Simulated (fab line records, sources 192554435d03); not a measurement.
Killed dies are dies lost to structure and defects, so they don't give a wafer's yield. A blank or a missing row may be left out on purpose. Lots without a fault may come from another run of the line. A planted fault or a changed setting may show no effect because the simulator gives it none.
Split-lot experiment | flow n5_finfet | 7 lots, 21 wafers read, on a route of 1938 steps

THE SPLIT
At N5_FIN_CUT_COAT_19 (time 60 s, resist thk 20 nm), the setting spin_rpm was moved away from the recipe's 1500 rpm on 6 of the 21 wafers read, by -7.4% to +10.2%. The other wafers ran this setting at the recipe's value.

FROM THE SPLIT TO THE READING: what the file shows between them, 4 steps
- N5_FIN_CUT_COAT_29: time 60 s, resist thk 10 nm
- N5_FIN_CUT_COAT_02: resist thk 30 nm
- N5_FIN_CUT_DESCUM_13: chemistry O2, time 7 s
- N5_FIN_CUT_ETCH_30: etches underlayer in N2/H2, target depth 13 nm, time 10.4 s

THE READING
etch.depth_nm (the simulator's own value, which no gauge read), in nm, at N5_FIN_CUT_ETCH_20 (etches SiARC in CF4, target depth 26 nm, time 43.3 s). The file gives no usual value for it. The 15 wafers here that ran the recipe average 20.05 nm, standard deviation 0.035 nm.

wafer  | tool, chamber at the split | spin_rpm as run, rpm | against the recipe | etch.depth_nm, nm | against lot-mates on the recipe
L076.1 | litho_track-05, 0          | 1389                 | -7.4%              | 20.8              | +0.75
L076.2 | litho_track-05, 0          | 1500                 | recipe             | 20.07             | -
L076.6 | litho_track-05, 0          | 1500                 | recipe             | 20.04             | -
L081.2 | litho_track-01, 0          | 1500                 | recipe             | 20.04             | -
L081.5 | litho_track-01, 0          | 1500                 | recipe             | 20.09             | -
L081.6 | litho_track-01, 0          | 1500                 | recipe             | 20.02             | -
L086.3 | litho_track-05, 0          | 1500                 | recipe             | 20.01             | -
L086.4 | litho_track-05, 0          | 1623                 | +8.2%              | 19.28             | -0.73
L086.5 | litho_track-05, 0          | 1623                 | +8.2%              | 19.23             | -0.78
L089.2 | litho_track-05, 0          | 1500                 | recipe             | 20.08             | -
L089.4 | litho_track-05, 0          | 1500                 | recipe             | 20.08             | -
L089.3 | litho_track-05, 0          | 1500                 | recipe             | 20.03             | -
L091.3 | litho_track-02, 0          | 1500                 | recipe             | 20.07             | -
L091.4 | litho_track-02, 0          | 1500                 | recipe             | 19.98             | -
L091.5 | litho_track-02, 0          | 1500                 | recipe             | 20                | -
L095.2 | litho_track-02, 0          | 1556                 | +3.7%              | 19.72             | -0.37
L095.4 | litho_track-02, 0          | 1500                 | recipe             | 20.09             | -
L095.6 | litho_track-02, 0          | 1556                 | +3.7%              | 19.74             | -0.35
L097.1 | litho_track-01, 0          | 1500                 | recipe             | 20.09             | -
L097.3 | litho_track-01, 0          | 1653                 | +10.2%             | 19.1              | -0.97
L097.6 | litho_track-01, 0          | 1500                 | recipe             | 20.05             | -

THE FIT
A straight line over all 21 wafers: etch.depth_nm changes by -0.096 nm for each +1% of spin_rpm; r = -1.00; the points scatter about the line by 0.036 nm.
The same after taking each lot's own level away (the mean of its wafers on the recipe; 21 wafers): -0.0952 nm for each +1%; r = -1.00; scatter 0.027 nm.
On that fit, the largest move of spin_rpm shifts the reading by 0.97 nm.
The lots' own levels span 20.010 to 20.090 nm, that is 2.3 times the standard deviation above.
So the lot-to-lot level changes the slope little: the two slopes agree.
Check: with one of the wafers moved furthest among these (+10.2%) left out of the fit, the line predicts -0.966 nm for it against its lot-mates. It came out at -0.97 nm against them.

OTHER SPLITS ON THESE WAFERS
These wafers also went through other splits before the reading. Each is held against what the fit with the lots' levels taken away leaves over:
other split on the same wafers            | wafers away from the commonest value | r with etch.depth_nm (lot level and that fit taken away)
N5_ZERO_LAYER_EXPOSE_08 dose_mj           | 11                                   | +0.07
N5_ZERO_LAYER_DEVELOP_10 develop_time_s   | 5                                    | -0.15
N5_PMOS_HMC_CHANNEL_EPI_EXPOSE_06 dose_mj | 5                                    | -0.06
N5_PMOS_HMC_CHANNEL_EPI_PEB_07 peb_time_s | 6                                    | -0.49
N5_FIN_SAQP_COAT_68 spin_rpm              | 5                                    | -0.12

THE WHOLE CHAIN: every reading that the file lists as answering this split, in the file's order
step               | what it does                                         | reading                                                                          | change (the file's fit)                | r (the file's)
N5_FIN_CUT_COAT_19 | time 60 s, resist thk 20 nm                          | SiARC_of_FIN_CUT_COAT_19.thk_nm (the simulator's own value, which no gauge read) | -0.0891 nm for each +1% of the setting | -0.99
N5_FIN_CUT_ETCH_20 | etches SiARC in CF4, target depth 26 nm, time 43.3 s | etch.depth_nm (the simulator's own value, which no gauge read)                   | -0.095 nm for each +1% of the setting  | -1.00

THE FILE'S OWN FIT
etch.depth_nm changes by -0.095 nm for each +1% of spin_rpm, r = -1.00.
